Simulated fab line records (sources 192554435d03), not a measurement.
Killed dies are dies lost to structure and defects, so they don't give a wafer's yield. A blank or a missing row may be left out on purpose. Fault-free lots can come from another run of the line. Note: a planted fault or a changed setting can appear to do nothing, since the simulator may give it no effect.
Chamber matching -- flow n5-finfet -- ald-sin-03 running N5_FIN_SAQP_SPACER2_ALD_28: 4 sister chambers
The step deposits SiO2, target thk 8.1 nm, pulse time 1 s, purge time 2 s. 4 wafers are shown with their chamber, then 8 later ones without.

EACH WAFER AND ITS CHAMBER
wafer,chamber,heater-power-w (W)
L086.5,2,499
L088.1,0,513
L088.3,3,496
L094.1,1,533

WAFERS WHOSE CHAMBER IS MISSING
wafer,heater-power-w (W)
L094.3,512
L094.5,507
L095.4,523
L095.5,510
L095.6,512
L097.2,506
L097.3,547
L097.5,509

WHICH CHAMBER EACH ONE RAN IN
wafer,from the rows above,in truth
L094.3,can't be placed: 0 or 2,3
L094.5,can't be placed: 0 or 2 or 3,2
L095.4,can't be placed: 0 or 1 or 2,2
L095.5,can't be placed: 0 or 2 or 3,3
L095.6,can't be placed: 0 or 2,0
L097.2,can't be placed: 0 or 2 or 3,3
L097.3,1,1
L097.5,can't be placed: 0 or 2 or 3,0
Correct placement for 1 of the 8. From these rows, 7 cannot be placed; in 6 the true chamber is one of the candidates. Number placed wrongly: 0.
How it was worked out, from the rows above alone: a wafer's distance from a chamber is the root of the sum, over the readings, of the square of ((its reading less the chamber's mean) divided by the reading's scatter). The wafer belongs to the nearest chamber; if the next one is less than 2 further off, it can't be placed. Each chamber's mean is taken over the wafers shown for it. The scatter: with one shown wafer a chamber, the root of the mean of the squares of how far each hidden wafer lies from its nearest shown one.
